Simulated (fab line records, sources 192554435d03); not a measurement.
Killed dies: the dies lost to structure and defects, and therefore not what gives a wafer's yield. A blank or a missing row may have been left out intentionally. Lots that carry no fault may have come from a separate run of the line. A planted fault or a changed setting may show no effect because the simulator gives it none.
Matching of chambers :: flow n5Finfet :: N5_ILD0_LINER_00 on aldSin-02 has 4 sister chambers
The step material SiNx, target thk 4 nm, pulse time 1 s, purge time 2 s. 8 wafers are shown with their chamber, then 7 later ones without.

== WAFERS PAIRED WITH THEIR CHAMBERS ==
wafer: L084.3
chamber: 2
heaterPowerW (W): 744
precursorPulseHeightRel: 1.008

wafer: L084.5
chamber: 0
heaterPowerW (W): 1054
precursorPulseHeightRel: 0.987

wafer: L084.6
chamber: 3
heaterPowerW (W): 901
precursorPulseHeightRel: 0.986

wafer: L085.1
chamber: 3
heaterPowerW (W): 866
precursorPulseHeightRel: 0.973

wafer: L085.3
chamber: 1
heaterPowerW (W): 1024
precursorPulseHeightRel: 1.030

wafer: L085.5
chamber: 0
heaterPowerW (W): 1041
precursorPulseHeightRel: 0.972

wafer: L086.1
chamber: 2
heaterPowerW (W): 742
precursorPulseHeightRel: 0.954

wafer: L086.2
chamber: 1
heaterPowerW (W): 1031
precursorPulseHeightRel: 0.971

== WAFERS WITHOUT THEIR CHAMBER ==
wafer: L086.3
heaterPowerW (W): 1041
precursorPulseHeightRel: 0.991

wafer: L089.3
heaterPowerW (W): 1022
precursorPulseHeightRel: 1.028

wafer: L089.5
heaterPowerW (W): 1025
precursorPulseHeightRel: 1.022

wafer: L089.6
heaterPowerW (W): 751
precursorPulseHeightRel: 0.988

wafer: L091.2
heaterPowerW (W): 730
precursorPulseHeightRel: 1.002

wafer: L091.3
heaterPowerW (W): 1044
precursorPulseHeightRel: 0.990

wafer: L091.6
heaterPowerW (W): 1023
precursorPulseHeightRel: 1.025

== EACH ONE'S CHAMBER ==
wafer: L086.3
from the rows above: can't be placed: 0 or 1
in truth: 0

wafer: L089.3
from the rows above: can't be placed: 1 or 0
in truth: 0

wafer: L089.5
from the rows above: can't be placed: 1 or 0
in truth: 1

wafer: L089.6
from the rows above: 2
in truth: 2

wafer: L091.2
from the rows above: 2
in truth: 2

wafer: L091.3
from the rows above: can't be placed: 0 or 1
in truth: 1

wafer: L091.6
from the rows above: can't be placed: 1 or 0
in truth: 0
2 of 7 placed correctly. Not placeable from these rows: 5 (in 5, the candidates include the true chamber). Placed wrongly: 0.
How it was worked out, from the rows above alone: a wafer's distance from a chamber is the root of the sum, over the readings, of the square of ((its reading less the chamber's mean) divided by the reading's scatter). If the next closest chamber is less than 2 further off than the closest, the wafer can't be placed; otherwise it belongs to the closest. Each chamber's mean is taken over the wafers shown for it. The scatter: the root of (the sum of the squares of (reading less its chamber's mean) over the shown wafers, divided by (wafers less chambers)).
